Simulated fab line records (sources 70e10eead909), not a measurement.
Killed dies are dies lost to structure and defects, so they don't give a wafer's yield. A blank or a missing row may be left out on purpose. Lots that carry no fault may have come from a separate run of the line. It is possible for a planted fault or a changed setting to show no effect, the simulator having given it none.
Matching of chambers    flow nandHarc    NHARC_A_STAIRCASE_DESCUM_219 on rieDiel-01 has 4 sister chambers
The step chemistry O2, time 3 s. 4 wafers are shown with their chamber, then 10 later ones without.

## WAFERS WITH THEIR CHAMBER
wafer   chamber  drypumpMotorCurrentA (A)
L083.2  0        4.8
L084.3  1        6.2
L089.2  3        6.1
L089.3  2        6.4

## WAFERS WITH NO CHAMBER GIVEN
wafer   drypumpMotorCurrentA (A)
L089.6  6.4
L088.2  6.0
L088.3  6.4
L088.6  6.3
L096.1  6.3
L096.2  6.4
L096.6  6.3
L096.3  6.0
L096.4  6.1
L096.5  6.3

## THE CHAMBER EACH PASSED THROUGH
wafer   from the rows above           in truth
L089.6  2                             2
L088.2  can't be placed: 3 or 1       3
L088.3  2                             2
L088.6  can't be placed: 1 or 2 or 3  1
L096.1  can't be placed: 1 or 2 or 3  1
L096.2  2                             2
L096.6  can't be placed: 1 or 2 or 3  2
L096.3  can't be placed: 3 or 1       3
L096.4  can't be placed: 3 or 1       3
L096.5  can't be placed: 1 or 2 or 3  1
Placed correctly: 3 of 10. These rows do not allow placing 7 (true chamber among the candidates in 7). 0 placed wrongly.
How it was worked out, from the rows above alone: a wafer's distance from a chamber is the root of the sum, over the readings, of the square of ((its reading less the chamber's mean) divided by the reading's scatter). If the next closest chamber is less than 2 further off than the closest, the wafer can't be placed; otherwise it belongs to the closest. The mean given for a chamber averages the wafers shown for that chamber. The scatter: with one shown wafer a chamber, the root of the mean of the squares of how far each hidden wafer lies from its nearest shown one.
